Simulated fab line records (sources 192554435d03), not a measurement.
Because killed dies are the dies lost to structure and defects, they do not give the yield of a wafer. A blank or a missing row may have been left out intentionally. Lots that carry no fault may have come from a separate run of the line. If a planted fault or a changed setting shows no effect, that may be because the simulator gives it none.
Lot-split experiment	flow n5_finfet	21 wafers read across 7 lots, on a route 1938 steps long

SPLIT DETAILS
At N5_MOL_CONTACT_COAG_COAT_64 (time 60 s, resist thk 10 nm), the setting spin_rpm was moved away from the recipe's 1500 rpm on 5 of the 21 wafers read, by -7.1% to +10.1%. All remaining wafers had this setting at the recipe value.

FROM THE SPLIT TO THE READING: what the file shows between them, 8 steps
- N5_MOL_CONTACT_COAG_EXPOSE_37: exposes mask VD, defocus 0 nm (also split here: dose_mj)
- N5_MOL_CONTACT_COAG_PEB_38: peb time 60 s
- N5_MOL_CONTACT_COAG_DEVELOP_39: develop time 30 s
- N5_MOL_CONTACT_COAG_CD_MEAS_40: target cd 25.1 nm
- N5_MOL_CONTACT_COAG_DESCUM_45: chemistry O2, time 7 s
- N5_MOL_CONTACT_COAG_ETCH_65: etches underlayer in N2/H2, target depth 13 nm, time 10.4 s
- N5_MOL_CONTACT_COAG_ETCH_66: etches SiARC in CF4, target depth 13 nm, time 21.7 s
- N5_MOL_CONTACT_COAG_ALD_133: deposits SiO2, target thk 5 nm, pulse time 1 s, co reactant pulse time 1 s

THE READING
CAR-EUV_of_MOL_CONTACT_COAG_COAT_34.thk_nm (the simulator's own value, which no gauge read), in nm, at N5_MOL_CONTACT_COAG_ETCHBACK_134 (etches SiO2 in CHF3, target depth 10 nm, time 6.7 s). The file does not state a usual value for it. Average 15.5 nm, standard deviation 0.14 nm, over the 16 wafers here run with the recipe.

wafer	tool, chamber at the split	spin_rpm as run, rpm	against the recipe	CAR-EUV_of_MOL_CONTACT_COAG_COAT_34.thk_nm, nm	against lot-mates on the recipe
L075.1	litho_track-04, 0	1619	+7.9%	16	+0.4
L075.6	litho_track-04, 0	1619	+7.9%	16	+0.4
L075.3	litho_track-04, 0	1500	recipe	15.6	-
L076.4	litho_track-04, 0	1500	recipe	15.8	-
L076.6	litho_track-04, 0	1500	recipe	15.8	-
L076.5	litho_track-04, 0	1651	+10.1%	16.2	+0.4
L078.2	litho_track-03, 0	1500	recipe	15.4	-
L078.3	litho_track-03, 0	1500	recipe	15.4	-
L078.5	litho_track-03, 0	1500	recipe	15.6	-
L082.1	litho_track-04, 0	1500	recipe	15.6	-
L082.4	litho_track-04, 0	1500	recipe	15.6	-
L082.3	litho_track-04, 0	1500	recipe	15.4	-
L083.2	litho_track-05, 0	1393	-7.1%	15	-0.6
L083.4	litho_track-05, 0	1393	-7.1%	15	-0.6
L083.6	litho_track-05, 0	1500	recipe	15.6	-
L087.3	litho_track-05, 0	1500	recipe	15.4	-
L087.6	litho_track-05, 0	1500	recipe	15.4	-
L087.5	litho_track-05, 0	1500	recipe	15.6	-
L089.2	litho_track-03, 0	1500	recipe	15.6	-
L089.3	litho_track-03, 0	1500	recipe	15.4	-
L089.6	litho_track-03, 0	1500	recipe	15.4	-

FIT RESULTS
A straight line over all 21 wafers: CAR-EUV_of_MOL_CONTACT_COAG_COAT_34.thk_nm changes by +0.0663 nm for each +1% of spin_rpm; r = +0.91; the points scatter about the line by 0.13 nm.
The same after taking each lot's own level away (the mean of its wafers on the recipe; 21 wafers): +0.0587 nm for each +1%; r = +0.92; scatter 0.1 nm.
Per that fit: largest spin_rpm move, reading shift of 0.59 nm.
Measured against the standard deviation above, the lots' own levels, which go from 15.47 to 15.80 nm, span 2.4 times it.
Thus the slope moves with the lot-to-lot level: the two fits are different.
Check: with one of the wafers moved furthest among these (+10.1%) left out of the fit, the line predicts +0.636 nm for it against its lot-mates. It came out at +0.4 nm against them.

FURTHER SPLITS ON THESE WAFERS
Other splits were also applied to these wafers ahead of the reading. Each is held against what the fit with the lots' levels taken away leaves over:
other split on the same wafers	wafers away from the commonest value	r with CAR-EUV_of_MOL_CONTACT_COAG_COAT_34.thk_nm (lot level and that fit taken away)
N5_HKMG_FIN_COAT_66 spin_rpm	8	+0.08
N5_GATE_CUT_EXPOSE_10 dose_mj	4	+0.15
N5_GATE_CUT_DESCUM_18 time_s	11	+0.23
N5_MOL_CONTACT_COAG_EXPOSE_37 dose_mj	7	+0.15

THE WHOLE CHAIN: every reading that the file lists as answering this split, in the file's order
step	what it does	reading	change (the file's fit)	r (the file's)
N5_MOL_CONTACT_COAG_COAT_64	time 60 s, resist thk 10 nm	underlayer_of_MOL_CONTACT_COAG_COAT_64.thk_nm (the simulator's own value, which no gauge read)	-0.0467 nm for each +1% of the setting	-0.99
N5_MOL_CONTACT_COAG_ETCH_65	etches underlayer in N2/H2, target depth 13 nm, time 10.4 s	CAR-EUV_of_MOL_CONTACT_COAG_COAT_34.thk_nm (the simulator's own value, which no gauge read)	+0.0467 nm for each +1% of the setting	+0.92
N5_MOL_CONTACT_COAG_ETCH_65	etches underlayer in N2/H2, target depth 13 nm, time 10.4 s	etch.depth_nm (the simulator's own value, which no gauge read)	-0.0466 nm for each +1% of the setting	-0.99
N5_MOL_CONTACT_COAG_ETCH_66	etches SiARC in CF4, target depth 13 nm, time 21.7 s	CAR-EUV_of_MOL_CONTACT_COAG_COAT_34.thk_nm (the simulator's own value, which no gauge read)	+0.0594 nm for each +1% of the setting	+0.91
N5_MOL_CONTACT_COAG_ETCHBACK_134	etches SiO2 in CHF3, target depth 10 nm, time 6.7 s	CAR-EUV_of_MOL_CONTACT_COAG_COAT_34.thk_nm (the simulator's own value, which no gauge read)	+0.0534 nm for each +1% of the setting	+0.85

THE FILE'S OWN FIT
CAR-EUV_of_MOL_CONTACT_COAG_COAT_34.thk_nm changes by +0.0534 nm for each +1% of spin_rpm, r = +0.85.
